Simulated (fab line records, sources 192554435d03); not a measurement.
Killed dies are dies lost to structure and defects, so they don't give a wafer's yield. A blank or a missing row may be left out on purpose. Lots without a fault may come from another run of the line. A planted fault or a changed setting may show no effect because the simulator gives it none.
fab line records | flow n5_finfet
record lots=5 wafers=15 last_day=17
route steps=1938 shown BEOL_M4@1099 BEOL_M5@1112 BEOL_M13@1700 PASSIVATION@1936
lots that met no fault: from a run of the same line without faults
start_h: hours from the record's first day to the start of the lot's first wafer shown | wait_h: hours since the lot's step before | " the same as in the row above | L1.1+2: a row that stands for several wafers | - no value, or no start given | * or withheld: withheld | < > ~ a bound
route shown NAME@n: a module of which the file shows steps, and the number in the route of the first | usual: mean/standard deviation of fault-free wafers | same: alike in all rows | chamber/n: place in a boat | sites: the reading at each site | _std_site: their standard deviation | _edge_site: outer sites' mean less inner sites' | radius_mm: how far each site lies from the wafer's centre | mask NAME#n: copy n | behind: the tool/chamber that last shaped the wafer | hold: why the lot was held/for how many hours/how that ended | device: the transistor (n, p or np) that didn't switch | end of line: the same wafers' tests at the end of the route | a step without rows: its recipe alone | killed: dies lost to structure and defects at the first sort, not the wafer's yield | map: a wafer's dies, x killed, . not, _ none there
set.NAME: the setting as run; set.NAME@STEP: as run at that earlier step | model.NAME: the simulator's own value behind a step, which no gauge read
lots at some steps of the route; a table a step, a row a wafer
services: from which hour (start_h, from the record's first day; less than 0 if before it) a tool's chamber was out of use, for how many hours, and why
## steps
# step N5_BEOL_M4_ANNEAL_95
# recipe temp_c=400 time_s=240 ambient=vacuum
# step N5_BEOL_M4_SPUTTER_96
# recipe material=Cu target_thk_a=45 temp_c=-20 chamber_pressure_pa=0.07 power_w=withheld time_s=8.29
# step N5_BEOL_M4_ECD_50
# recipe material=Cu target_thk_a=3000
# step N5_BEOL_M4_ANNEAL_51
# recipe temp_c=225 time_s=90 ambient=N2
# step N5_BEOL_M4_CMP_52
# recipe stop_on=SiOC t_overpolish_s=6.8 down_force_psi=1 platen_rpm=50 clearing_platen_down_force_psi=1.5 clearing_platen_rpm=50 post_cmp_clean=cu_alkaline target_thk_nm=40 clearing_platen_pad_velocity_m_s=0.99484 pad_velocity_m_s=0.99484
# step N5_BEOL_M4_PRE_CLEAN_60
# recipe gas=NH3/H2 time_s=15 temp_c=* rf_power_w=300
# step N5_BEOL_M4_CO_CAP_55
# recipe material=Co target_thk_a=20 temp_c=200 precursor=CCTBA/H2 pressure_torr=30 time_s=102.1
# step N5_BEOL_M4_PRE_CLEAN_56
# recipe gas=NH3 time_s=15 temp_c=withheld rf_power_w=300
# step N5_BEOL_M4_DEP_57
# recipe material=SiCN target_thk_a=80 temp_c=withheld precursor=3MS/NH3 pressure_torr=3 rf_w=202 time_s=14
# step N5_BEOL_M4_RC_MEAS_101
# usual DIBL_N=35.8/1.8 DIBL_P=35.6/2 IOFF_N=0.148/0.028 IOFF_P=0.20/0.034 ION_N=672/12 ION_P=462/8.5 SS_N=71.2/0.65 SS_P=73.1/0.67 VT_N=251/3.3 VT_P=-251/3.8
# columns lot.wafer tool chamber start_h wait_h DIBL_N[mV/V] DIBL_P[mV/V] IOFF_N[nA/um] IOFF_P[nA/um] ION_N[uA/um] ION_P[uA/um] SS_N[mV/dec] SS_P[mV/dec] VT_N[mV] VT_P[mV]
L725.2 prober-02 0 203.90 0.2 34.6 33.3 0.128 0.19 672 465 70.6 71.7 251 -252
L725.3 " 0 " " 33.7 33.0 0.118 0.17 659 458 70.4 72.7 253 -253
L725.6 " 0 " " 33.9 33.1 0.118 0.17 670 466 70.5 72.6 252 -251
L727.3 prober-01 0 204.53 0.3 34.5 34.1 0.130 0.21 667 461 70.9 72.8 254 -248
L727.4 " 0 " " 34.9 34.2 0.126 0.21 667 468 70.9 72.9 253 -248
L727.6 " 0 " " 34.5 32.8 0.126 0.19 676 471 70.6 73.7 253 -252
L729.4 prober-01 0 221.97 0.5 35.9 36.5 0.144 0.20 674 469 71.4 73.4 252 -253
L729.5 " 0 " " 35.4 35.2 0.135 0.18 678 466 69.6 72.9 253 -253
L729.6 " 0 " " 35.8 34.9 0.143 0.18 665 454 70.8 73.1 253 -253
L738.1 prober-02 0 273.76 0.0 34.3 33.8 0.113 0.16 658 452 70.9 72.3 258 -257
L738.3 " 0 " " 33.6 33.0 0.107 0.14 659 453 70.2 71.4 256 -256
L738.4 " 0 " " 38.4 39.4 0.190 0.24 689 467 71.5 73.6 249 -251
L741.3 prober-02 0 307.18 0.3 34.2 33.6 0.128 0.18 679 463 70.3 72.2 254 -252
L741.4 " 0 " " 34.9 33.6 0.130 0.17 678 462 71.0 72.6 253 -252
L741.6 " 0 " " 36.6 35.9 0.153 0.21 687 471 71.3 73.1 250 -248
# step N5_BEOL_M5_ILD_DEP_00
# recipe material=SiCOH_lowk target_thk_a=1406.4 temp_c=300 precursor=DEMS/porogen pressure_torr=5 rf_w=500 time_s=25.9
# step N5_BEOL_M5_CURE_79
# recipe temp_c=385 time_s=240 ambient=He/Ar material=SiCOH_lowk
# step N5_BEOL_M5_PECVD_70
# recipe material=SiO2 target_thk_a=160 temp_c=400 precursor=TEOS/O2 pressure_torr=5.5 rf_w=450 teos_flow_sccm=53.8 gas=O2 flow_sccm=3000 time_s=18
# step N5_BEOL_M5_HM_DEP_02
# recipe material=TiN target_thk_a=200 temp_c=25 chamber_pressure_pa=0.49996
# step N5_BEOL_M5_COAT_59
# recipe resist=SOC temp_c=250 time_s=60 spin_rpm=1500 resist_thk_nm=60
# step N5_BEOL_M5_COAT_60
# recipe resist=SiARC temp_c=220 time_s=60 spin_rpm=1500 resist_thk_nm=12
# step N5_BEOL_M5_COAT_71
# recipe resist=underlayer temp_c=205 time_s=60 spin_rpm=1500 resist_thk_nm=5
# step N5_BEOL_M5_COAT_05
# recipe resist=CAR-EUV spin_rpm=1500 resist_thk_nm=30
# step N5_BEOL_M5_EBR_07
# recipe solvent=PGMEA ebr_width_mm=1.5
# step N5_BEOL_M5_SOFTBAKE_06
# recipe temp_c=110 time_s=60 resist=CAR-EUV
# step N5_BEOL_M5_EXPOSE_08
# recipe mask_id=M5 na=0.33 source_shape=annular sigma_inner=0.4 sigma_outer=0.8 polarization=unpolarized target_cd_nm=28 dose_mj=35.75
# step N5_BEOL_M5_PEB_09
# recipe peb_temp_c=100 peb_time_s=60 resist=CAR-EUV
# step N5_BEOL_M5_DEVELOP_10
# recipe develop_time_s=30 developer=TMAH resist=CAR-EUV rinse_liquid=surfactant_rinse dry=air_spin dev_temp_c=23
# step N5_BEOL_M5_DESCUM_16
# recipe chemistry=O2 time_s=7 source_power_w=50 bias_power_w=20 pressure_mtorr=20 rf_frequency_hz=2.712e+07 temp_c=40 resist=CAR-EUV o2_flow_sccm=225
# step N5_BEOL_M5_ETCH_72
# recipe chemistry=N2/H2 target=underlayer target_depth_a=65 mask_material=CAR-EUV time_s=5.2 ion_energy_ev=200 pressure_mtorr=30 source_w=840 bias_w=150 n2_flow_sccm=200 h2_flow_sccm=200 ends=cleared
# step N5_BEOL_M5_ETCH_61
# recipe chemistry=CF4 target=SiARC target_depth_a=156 mask_material=CAR-EUV time_s=26 ion_energy_ev=80 pressure_mtorr=40 source_w=545 bias_w=36 Ar_flow_sccm=100 cf4_flow_sccm=100 ends=cleared
# step N5_BEOL_M5_ETCH_62
# recipe chemistry=N2/H2 target=SOC target_depth_a=750 overetch_a=150 mask_material=SiARC temp_c=40 time_s=112.5 ion_energy_ev=200 pressure_mtorr=30 source_w=840 bias_w=150 n2_flow_sccm=200 h2_flow_sccm=200
# step N5_BEOL_M5_STRIP_63
# recipe chemistry=N2/H2 temp_c=40 n2_flow_sccm=200 h2_flow_sccm=200 rf_frequency_hz=6e+07
# step N5_BEOL_M5_STRIP_73
# recipe chemistry=N2/H2 temp_c=40 n2_flow_sccm=200 h2_flow_sccm=200 rf_frequency_hz=6e+07
# step N5_BEOL_M5_STRIP_64
# recipe chemistry=CF4 resist=SiARC power_w=300 bias_power_w=75 pressure_mtorr=50 cf4_flow_sccm=150 rf_frequency_hz=6e+07
# step N5_BEOL_M5_HM_OPEN_17
# recipe chemistry=Cl2/BCl3 target_depth_a=200 overetch_a=60 target=TiN mask_material=SOC ion_energy_ev=150 pressure_mtorr=10 icp_w=1000 bias_w=126 Cl2_flow_sccm=53.25 bcl3_flow_sccm=21.75 Ar_flow_sccm=25
# step N5_BEOL_M5_STRIP_19
# recipe chemistry=O2 power_w=400 temp_c=40 pressure_mtorr=30 rf_frequency_hz=6e+07 bias_power_w=0 overash_fraction=0.2 o2_flow_sccm=225
# step N5_BEOL_M5_COAT_65
# recipe resist=SOC temp_c=250 time_s=60 spin_rpm=1500 resist_thk_nm=60
# step N5_BEOL_M5_COAT_66
# recipe resist=SiARC temp_c=220 time_s=60 spin_rpm=1500 resist_thk_nm=12
# step N5_BEOL_M13_ETCH_38
# recipe chemistry=CF4/N2 target=SiCN target_depth_a=675 taper_deg=2 time_s=71.9 ion_energy_ev=150 mask_material=SiO2 pressure_mtorr=40 source_w=430 bias_w=70 Ar_flow_sccm=100 cf4_flow_sccm=60 n2_flow_sccm=60
# usual bias_w=69.98/0.2 cf4_flow_sccm=60.01/0.18 drypump_motor_current_A=5.4/0.49 n2_flow_sccm=60.02/0.18 oes_product_au=0.82/0.093 rf_vpp_V=382.6/2 showerhead_plenum_p_Torr=2.22/0.073 throttle_valve_pct=15.35/0.29
# columns lot.wafer tool chamber start_h wait_h bias_w cf4_flow_sccm drypump_motor_current_A n2_flow_sccm oes_product_au rf_hours_counter_h rf_vpp_V showerhead_plenum_p_Torr throttle_valve_pct model.SiOC_of_BEOL_M13_ILD_DEP_00.thk_nm
L725.2 rie_diel-04 1 272.48 - - - - - - - - - - 824.6
L725.3 " 2 " " - - - - - - - - - 830.8
L725.6 " 3 " " - - - - - - - - - 840.4
L727.3 rie_diel-04 3 278.71 - - - - - - - - - - 832.2
L727.4 " 2 " " - - - - - - - - - 830.8
L727.6 " 3 " " - - - - - - - - - 847.4
L729.4 rie_diel-01 1 293.59 - - - - - - - - - - 831.4
L729.5 " 1 " " - - - - - - - - - 845.4
L729.6 " 0 " " - - - - - - - - - 852
L738.1 rie_diel-04 1 349.40 - 70.27 59.99 5.1 59.72 0.89 46 383.9 2.24 15.07 781.6
L738.3 " 0 " " 70.11 59.71 5.4 60.03 0.86 62 380.1 2.15 15.27 780.4
L738.4 " 2 " " 70.01 59.99 4.7 60.14 0.83 76 386.7 2.34 15.37 800.6
L741.3 rie_diel-02 1 375.92 - 70.12 59.97 5.6 60.12 0.71 221 384.6 2.28 15.75 787.2
L741.4 " 3 " " 70.46 60.05 5.0 60.01 0.81 106 381.5 2.14 15.57 796.4
L741.6 " 1 " " 69.83 60.16 5.6 60.05 0.70 - 383.9 2.28 15.74 795.6
# step N5_BEOL_M13_CMP_49
# recipe stop_on=SiOC t_overpolish_s=17.1 down_force_psi=1 platen_rpm=50 clearing_platen_down_force_psi=1.5 clearing_platen_rpm=50 post_cmp_clean=cu_alkaline target_thk_nm=420 clearing_platen_pad_velocity_m_s=0.99484 pad_velocity_m_s=0.99484
# usual motor_current_A=5.9/0.54
# columns lot.wafer tool chamber start_h wait_h motor_current_A model.SiOC_of_BEOL_M13_ILD_DEP_00.thk_nm
L725.3 cmp-02 0 273.61 0.2 6.5 820.8
L725.2 " 2 " " 5.5 814.6
L725.6 " 1 " " 6.3 830.4
L727.4 cmp-02 1 280.58 0.2 6.5 820.8
L727.3 " 2 " " 5.6 822.2
L727.6 " 0 " " 6.9 837.4
L729.4 cmp-04 3 295.06 0.2 7.2 821.4
L729.6 " 2 " " 5.5 842
L729.5 " 3 " " 7.6 835.4
L738.1 cmp-04 0 350.66 0.3 6.0 771.6
L738.4 " 2 " " 5.2 790.6
L738.3 " 3 " " 6.8 770.4
L741.4 cmp-04 0 378.38 0.1 6.2 786.4
L741.3 " 1 " " 6.0 777.2
L741.6 " 1 " " 5.9 785.6
# step N5_PASSIVATION_PROBE_49
# usual defect_limited_yield=91.3/1.5 killed_at_M0_to_M3=34/11 killed_at_M4_up=14/6.1 killed_at_contacts=12/5.9 killed_at_front_end=39/11 killed_at_other=4/3.3 killed_dies=102/18 killed_on_rim=13/3.8 killed_open=67/13 killed_short=33/7.9 sort_bin_5_function=5.1/1 sort_bin_6_memory=3.3/0.7 sort_n_pass=1077/19 sort_yield_pct=91.3/1.6
# same gross_dies=1180 killed_at_back_side=0 sort_bin_4_leakage[%]=0 sort_bin_8_speed[%]=0
# columns lot.wafer tool chamber start_h wait_h defect_limited_yield[%] killed_at_M0_to_M3 killed_at_M4_up killed_at_contacts killed_at_front_end killed_at_other killed_dies killed_on_rim killed_open killed_short sort_bin_5_function[%] sort_bin_6_memory[%] sort_n_pass sort_yield_pct[%]
L725.2 prober-02 - 299.35 0.1 0 35 1093 11 34 7 1180 152 66 31 96.9 2.7 0 0
L725.3 prober-02 - 299.40 0.1 0 46 1074 7 53 0 1180 152 68 52 94.9 4.6 0 0
L725.6 prober-02 - 299.55 0.3 0 54 1063 17 43 3 1180 152 82 43 95.5 4.2 0 0
L727.3 prober-01 - 306.65 0.1 0 18 1093 17 43 9 1180 152 56 35 96.5 3.2 0 0
L727.4 prober-01 - 306.70 0.2 0 31 1082 17 46 4 1180 152 68 44 96.4 3.3 0 0
L727.6 prober-01 - 306.80 0.3 0 18 1103 7 45 7 1180 152 62 21 97.0 2.7 0 0
L729.4 prober-02 - 320.20 0.2 0 28 1092 13 40 7 1180 152 56 39 96.7 3.0 0 0
L729.5 prober-02 - 320.25 0.2 0 31 1094 13 38 4 1180 152 71 35 96.4 3.1 0 0
L729.6 prober-02 - 320.30 0.3 0 25 1096 9 46 4 1180 152 60 31 96.9 2.8 0 0
L738.1 prober-01 - 382.61 0.0 89.5 55 17 7 40 5 124 16 93 29 7.5 2.8 1056 89.5
L738.3 prober-01 - 382.71 0.1 89.2 50 14 17 44 2 127 13 80 45 7.3 3.4 1053 89.2
L738.4 prober-01 - 382.76 0.2 93.4 19 16 9 31 3 78 13 54 21 4.0 2.4 1102 93.4
# killed by level:class
L725.2 BEOL_M13:area_etch=1083 BEOL_M2:geometric_particle:open=16 BEOL_M3:geometric_particle:open=10 GATE_CUT:geometric_particle:short=9 MOL_CONTACT_COAG:geometric_particle:open=7 GATE_CUT:geometric_particle:open=6 FIN_SAQP:geometric_particle:open=4 MOL_CONTACT_COAG:geometric_particle:short=4
L725.3 BEOL_M13:area_etch=1060 FIN_SAQP:geometric_particle:short=16 BEOL_M3:geometric_particle:open=12 GATE_CUT:geometric_particle:open=8 FIN_SAQP:geometric_particle:open=7 GATE_CUT:geometric_particle:short=7 BEOL_M0_SAQP:geometric_particle:short=6 BEOL_M2:geometric_particle:open=6
L725.6 BEOL_M13:area_etch=1054 BEOL_M2:geometric_particle:open=20 MOL_CONTACT_COAG:geometric_particle:open=13 FIN_SAQP:geometric_particle:short=10 FIN_SAQP:geometric_particle:open=8 BEOL_M0:geometric_particle:open=8 BEOL_M3:geometric_particle:open=8 GATE_CUT:geometric_particle:short=6
L727.3 BEOL_M13:area_etch=1088 MOL_CONTACT_COAG:geometric_particle:open=13 STI_FIN_REVEAL:geometric_particle:open=10 GATE_CUT:geometric_particle:short=9 FIN_SAQP:geometric_particle:open=7 BEOL_M3:geometric_particle:open=6 STI_FIN_REVEAL:geometric_particle:short=5 BEOL_M0_SAQP:geometric_particle:open=4
L727.4 BEOL_M13:area_etch=1068 MOL_CONTACT_COAG:geometric_particle:open=14 GATE_CUT:geometric_particle:short=12 BEOL_M3:geometric_particle:open=10 BEOL_M0_SAQP:geometric_particle:short=8 DUMMY_GATE:geometric_particle:open=7 BEOL_M0_SAQP:geometric_particle:open=7 FIN_SAQP:geometric_particle:open=6
L727.6 BEOL_M13:area_etch=1097 FIN_SAQP:geometric_particle:open=14 STI_FIN_REVEAL:geometric_particle:open=12 MOL_CONTACT_COAG:geometric_particle:open=7 BEOL_M0_SAQP:geometric_particle:short=6 DUMMY_GATE:geometric_particle:open=4 GATE_CUT:geometric_particle:short=4 BEOL_M0_SAQP:geometric_particle:open=4
L729.4 BEOL_M13:area_etch=1081 MOL_CONTACT_COAG:geometric_particle:open=10 STI_FIN_REVEAL:geometric_particle:open=10 BEOL_M0_SAQP:geometric_particle:open=8 DUMMY_GATE:geometric_particle:short=7 BEOL_M0_SAQP:geometric_particle:short=6 DUMMY_GATE:geometric_particle:open=5 BEOL_M1:geometric_particle:open=5
L729.5 BEOL_M13:area_etch=1074 MOL_CONTACT_COAG:geometric_particle:open=11 BEOL_M4:geometric_particle:open=11 DUMMY_GATE:geometric_particle:open=10 BEOL_M0_SAQP:geometric_particle:short=10 GATE_CUT:geometric_particle:short=6 GATE_CUT:geometric_particle:open=5 BEOL_M0_SAQP:geometric_particle:open=5
L729.6 BEOL_M13:area_etch=1086 STI_FIN_REVEAL:geometric_particle:open=9 FIN_SAQP:geometric_particle:short=8 MOL_CONTACT_COAG:geometric_particle:open=8 GATE_CUT:geometric_particle:short=6 BEOL_M0_SAQP:geometric_particle:open=6 BEOL_M0_SAQP:geometric_particle:short=6 BEOL_M1:geometric_particle:open=6
L738.1 BEOL_M3:geometric_particle:open=29 BEOL_M2:geometric_particle:open=11 FIN_SAQP:geometric_particle:short=7 STI_FIN_REVEAL:geometric_particle:open=7 DUMMY_GATE:geometric_particle:open=6 MOL_CONTACT_COAG:geometric_particle:open=6 STARTING-WAFER:geometric_particle:open=5 BEOL_M1:geometric_particle:open=5
L738.3 MOL_CONTACT_COAG:geometric_particle:open=15 FIN_SAQP:geometric_particle:short=12 BEOL_M1:geometric_particle:open=11 BEOL_M0_SAQP:geometric_particle:open=9 BEOL_M4:geometric_particle:open=9 DUMMY_GATE:geometric_particle:open=8 BEOL_M2:geometric_particle:open=8 BEOL_M0_SAQP:geometric_particle:short=7
L738.4 MOL_CONTACT_COAG:geometric_particle:open=8 FIN_SAQP:geometric_particle:open=7 BEOL_M2:geometric_particle:open=7 FIN_SAQP:geometric_particle:short=6 STI_FIN_REVEAL:geometric_particle:open=6 DUMMY_GATE:geometric_particle:open=5 BEOL_M2:geometric_particle:short=3 BEOL_M4:geometric_particle:open=3
# map L725.2 (x killed, . not)
_________________xxxxxxxxxxxx________________
______________xxxxxxxxxxxxxxxxxx_____________
___________xxxxxxxxxxxxxxxxxxxxxxxx__________
__________xxxxxxxxxxxxxxxxxxxxxxxxxx_________
________xxxxxxxxxxxxxxxxxxxxxxxxxxxxxx_______
_______xxxxxxxxxxxxxxxxxxxxxxxxxxxxxxxx______
______xxxxxxxxxxxxxxxxxxxxxxxxxxxxxxxxxx_____
_____xxxxxxxxxxxxxxxxxxxxxxxxxxxxxxxxxxxx____
____xxxxxxxxxxxxxxxxxxxxxxxxxxxxxxxxxxxxxx___
___xxxxxxxxxxxxxxxxxxxxxxxxxxxxxxxxxxxxxxxx__
___xxxxxxxxxxxxxxxxxxxxxxxxxxxxxxxxxxxxxxxx__
__xxxxxxxxxxxxxxxxxxxxxxxxxxxxxxxxxxxxxxxxxx_
__xxxxxxxxxxxxxxxxxxxxxxxxxxxxxxxxxxxxxxxxxx_
_xxxxxxxxxxxxxxxxxxxxxxxxxxxxxxxxxxxxxxxxxxxx
_xxxxxxxxxxxxxxxxxxxxxxxxxxxxxxxxxxxxxxxxxxxx
_xxxxxxxxxxxxxxxxxxxxxxxxxxxxxxxxxxxxxxxxxxxx
_xxxxxxxxxxxxxxxxxxxxxxxxxxxxxxxxxxxxxxxxxxxx
_xxxxxxxxxxxxxxxxxxxxxxxxxxxxxxxxxxxxxxxxxxxx
_xxxxxxxxxxxxxxxxxxxxxxxxxxxxxxxxxxxxxxxxxxxx
_xxxxxxxxxxxxxxxxxxxxxxxxxxxxxxxxxxxxxxxxxxxx
_xxxxxxxxxxxxxxxxxxxxxxxxxxxxxxxxxxxxxxxxxxxx
__xxxxxxxxxxxxxxxxxxxxxxxxxxxxxxxxxxxxxxxxxx_
__xxxxxxxxxxxxxxxxxxxxxxxxxxxxxxxxxxxxxxxxxx_
___xxxxxxxxxxxxxxxxxxxxxxxxxxxxxxxxxxxxxxxx__
___xxxxxxxxxxxxxxxxxxxxxxxxxxxxxxxxxxxxxxxx__
____xxxxxxxxxxxxxxxxxxxxxxxxxxxxxxxxxxxxxx___
_____xxxxxxxxxxxxxxxxxxxxxxxxxxxxxxxxxxxx____
______xxxxxxxxxxxxxxxxxxxxxxxxxxxxxxxxxx_____
_______xxxxxxxxxxxxxxxxxxxxxxxxxxxxxxxx______
________xxxxxxxxxxxxxxxxxxxxxxxxxxxxxx_______
__________xxxxxxxxxxxxxxxxxxxxxxxxxx_________
___________xxxxxxxxxxxxxxxxxxxxxxxx__________
______________xxxxxxxxxxxxxxxxxx_____________
_________________xxxxxxxxxxxx________________
# map L727.3 (x killed, . not)
_________________xxxxxxxxxxxx________________
______________xxxxxxxxxxxxxxxxxx_____________
___________xxxxxxxxxxxxxxxxxxxxxxxx__________
__________xxxxxxxxxxxxxxxxxxxxxxxxxx_________
________xxxxxxxxxxxxxxxxxxxxxxxxxxxxxx_______
_______xxxxxxxxxxxxxxxxxxxxxxxxxxxxxxxx______
______xxxxxxxxxxxxxxxxxxxxxxxxxxxxxxxxxx_____
_____xxxxxxxxxxxxxxxxxxxxxxxxxxxxxxxxxxxx____
____xxxxxxxxxxxxxxxxxxxxxxxxxxxxxxxxxxxxxx___
___xxxxxxxxxxxxxxxxxxxxxxxxxxxxxxxxxxxxxxxx__
___xxxxxxxxxxxxxxxxxxxxxxxxxxxxxxxxxxxxxxxx__
__xxxxxxxxxxxxxxxxxxxxxxxxxxxxxxxxxxxxxxxxxx_
__xxxxxxxxxxxxxxxxxxxxxxxxxxxxxxxxxxxxxxxxxx_
_xxxxxxxxxxxxxxxxxxxxxxxxxxxxxxxxxxxxxxxxxxxx
_xxxxxxxxxxxxxxxxxxxxxxxxxxxxxxxxxxxxxxxxxxxx
_xxxxxxxxxxxxxxxxxxxxxxxxxxxxxxxxxxxxxxxxxxxx
_xxxxxxxxxxxxxxxxxxxxxxxxxxxxxxxxxxxxxxxxxxxx
_xxxxxxxxxxxxxxxxxxxxxxxxxxxxxxxxxxxxxxxxxxxx
_xxxxxxxxxxxxxxxxxxxxxxxxxxxxxxxxxxxxxxxxxxxx
_xxxxxxxxxxxxxxxxxxxxxxxxxxxxxxxxxxxxxxxxxxxx
_xxxxxxxxxxxxxxxxxxxxxxxxxxxxxxxxxxxxxxxxxxxx
__xxxxxxxxxxxxxxxxxxxxxxxxxxxxxxxxxxxxxxxxxx_
__xxxxxxxxxxxxxxxxxxxxxxxxxxxxxxxxxxxxxxxxxx_
___xxxxxxxxxxxxxxxxxxxxxxxxxxxxxxxxxxxxxxxx__
___xxxxxxxxxxxxxxxxxxxxxxxxxxxxxxxxxxxxxxxx__
____xxxxxxxxxxxxxxxxxxxxxxxxxxxxxxxxxxxxxx___
_____xxxxxxxxxxxxxxxxxxxxxxxxxxxxxxxxxxxx____
______xxxxxxxxxxxxxxxxxxxxxxxxxxxxxxxxxx_____
_______xxxxxxxxxxxxxxxxxxxxxxxxxxxxxxxx______
________xxxxxxxxxxxxxxxxxxxxxxxxxxxxxx_______
__________xxxxxxxxxxxxxxxxxxxxxxxxxx_________
___________xxxxxxxxxxxxxxxxxxxxxxxx__________
______________xxxxxxxxxxxxxxxxxx_____________
_________________xxxxxxxxxxxx________________
## services
# columns tool chamber start_h hours kind
rie_diel-02 1 264.14 12.0 repair
rie_diel-04 3 301.14 - clean
rie_diel-04 3 301.14 - consumable_replace:focus_ring
rie_diel-04 3 301.14 - consumable_replace:showerhead
rie_diel-04 3 301.14 14.8 scheduled_down
rie_diel-04 3 301.14 14.8 vent_cycle
cmp-04 - 308.37 1.9 repair
rie_diel-02 2 311.35 - clean
rie_diel-02 2 311.35 - consumable_replace:focus_ring
rie_diel-02 2 311.35 23.3 scheduled_down
rie_diel-02 2 311.35 23.3 vent_cycle
cmp-02 - 335.58 3.4 repair
cmp-02 - 361.85 4.0 pm
rie_diel-01 3 364.43 - clean
rie_diel-01 3 364.43 - consumable_replace:focus_ring
rie_diel-01 3 364.43 22.5 scheduled_down
rie_diel-01 3 364.43 22.5 vent_cycle
cmp-02 - 365.85 - consumable_replace:conditioner
cmp-02 - 365.85 - consumable_replace:pad
rie_diel-04 - 374.53 0.4 repair
cmp-02 - 377.98 1.5 repair
## key
first_sign step=N5_BEOL_M13_ETCH_38 reading=tool_record direction=missing
effect step=N5_PASSIVATION_PROBE_49 reading=killed_at_M4_up direction=up sigmas=99+ usual=14 struck=1088
model_effect step=N5_BEOL_M13_ETCH_38 value=SiOC_of_BEOL_M13_ILD_DEP_00.thk_nm without=788.5 struck=837.2
model_effect step=N5_BEOL_M13_CMP_49 value=SiOC_of_BEOL_M13_ILD_DEP_00.thk_nm without=778.5 struck=827.2
more_kills_born_at N5_BEOL_M13_ETCH_38@rie_diel-04=6450 N5_BEOL_M13_ETCH_38@rie_diel-01=3241
met_at N5_BEOL_M13_ETCH_38
struck_wafers L725.2,L725.3,L725.6,L727.3,L727.4,L727.6,L729.4,L729.5,L729.6
later_rows_left_out L725.2,L725.3,L725.6,L727.3,L727.4,L727.6,L729.4,L729.5,L729.6
fault kind=skipped_step_whole tool=rie_diel-01,rie_diel-04 chamber=- onset_h=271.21 steps=N5_BEOL_M13_ETCH_38 scope=struck_lots_only
# later_rows_left_out: the simulator's readings of these wafers behind a module that went badly wrong aren't trusted and aren't shown, but for the sort
